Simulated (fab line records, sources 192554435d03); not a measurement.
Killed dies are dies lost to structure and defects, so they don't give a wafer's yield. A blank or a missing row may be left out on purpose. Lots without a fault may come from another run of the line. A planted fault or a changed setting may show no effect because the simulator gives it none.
A struck lot beside a sound one | flow n5_finfet | 14 steps out of a route of 1938
Sound: wafers L810.1, L810.4, L810.5. Struck: wafers L802.1, L802.5, L802.6. The cause comes at the end.
At each step with rows: each side's tool, then ch and its chambers, then its first start. Under that, the readings that differ: sound wafers | struck wafers | difference of the means | sigmas: that difference in standard deviations of wafers without a fault.
alike: readings whose means differ by less than 2 such deviations, and words and numbers that are the same on both sides. not compared: withheld readings, readings that some wafer has no value for, bounds like >300 that may hide the same value, and numbers for which the record gives no deviation and whose values overlap.
The two part at a step that has a row with sigmas, a row that says differs or no value, or rows on one side only. Numbers that don't overlap but have no deviation are shown without sigmas and don't part them. A reading that every wafer of one side lacks parts them only if that side has two wafers or more.

first, 1 step without rows for these wafers: N5_BEOL_M13_PRE_CLEAN_52 (time 15 s).
N5_BEOL_M13_DEP_53: deposits SiCN from 3MS/NH3, target thk 50 nm, time 17.8 s.
  sound on pecvd-02 ch 0,2, day 15 20:27; struck on pecvd-04 ch 0,1, day 14 00:16
  alike: showerhead_plenum_p_Torr, throttle_valve_pct
N5_BEOL_M13_RS_MEAS_54: measures by four-point-probe.
  sound on film_metro-02, day 15 20:31; struck on film_metro-02, day 14 00:20
  alike: M13_RS
N5_BEOL_M13_INSPECT_55: inspects for defects (darkfield).
  sound on defect_inspect-02, day 15 20:32; struck on defect_inspect-02, day 14 00:22
  alike: raw_defect_count
N5_BEOL_M14_ILD_DEP_00: deposits SiO2 from TEOS/O2, target thk 1119.3 nm, time 237.4 s.
  sound on pecvd-01 ch 1,2, day 15 20:35; struck on pecvd-01 ch 0,1,2, day 14 00:24
  alike: heater_power_w, showerhead_plenum_p_Torr, throttle_valve_pct
N5_BEOL_M14_THK_MEAS_01:
  sound on film_metro-02, day 15 20:46; struck on film_metro-01, day 14 00:35
  alike: M14_ILD_THK
then, 6 steps without rows for these wafers: N5_BEOL_M14_COAT_58 (time 60 s, resist thk 89 nm); N5_BEOL_M14_COAT_04 (resist thk 800 nm); N5_BEOL_M14_EBR_06; N5_BEOL_M14_SOFTBAKE_05 (time 60 s); N5_BEOL_M14_EXPOSE_07 (exposes mask V13); N5_BEOL_M14_PEB_08 (peb time 90 s).
N5_BEOL_M14_DEVELOP_09: develop time 45 s.
  sound on litho_track-05 ch 0, day 15 20:58; struck on litho_track-05, day 14 00:47
  no value came back on the struck wafers for chill_plate_temp_C (C), develop_time_s (s), resist_line_temp_C (C); on the sound wafers chill_plate_temp_C (C) reads 22.86 22.80 22.85
  reading                                    | sound             | struck          | difference | sigmas
  model.coat_of_BEOL_M14_COAT_04.thk_nm (nm) | 783.4 785.2 786.8 | 802 800.6 801.8 | +16        |
then, 1 step without rows for these wafers: N5_BEOL_M14_HARDBAKE_14 (time 120 s).

WHERE THEY PART
Only at N5_BEOL_M14_DEVELOP_09, within this record.

WHY: what the simulator had put in
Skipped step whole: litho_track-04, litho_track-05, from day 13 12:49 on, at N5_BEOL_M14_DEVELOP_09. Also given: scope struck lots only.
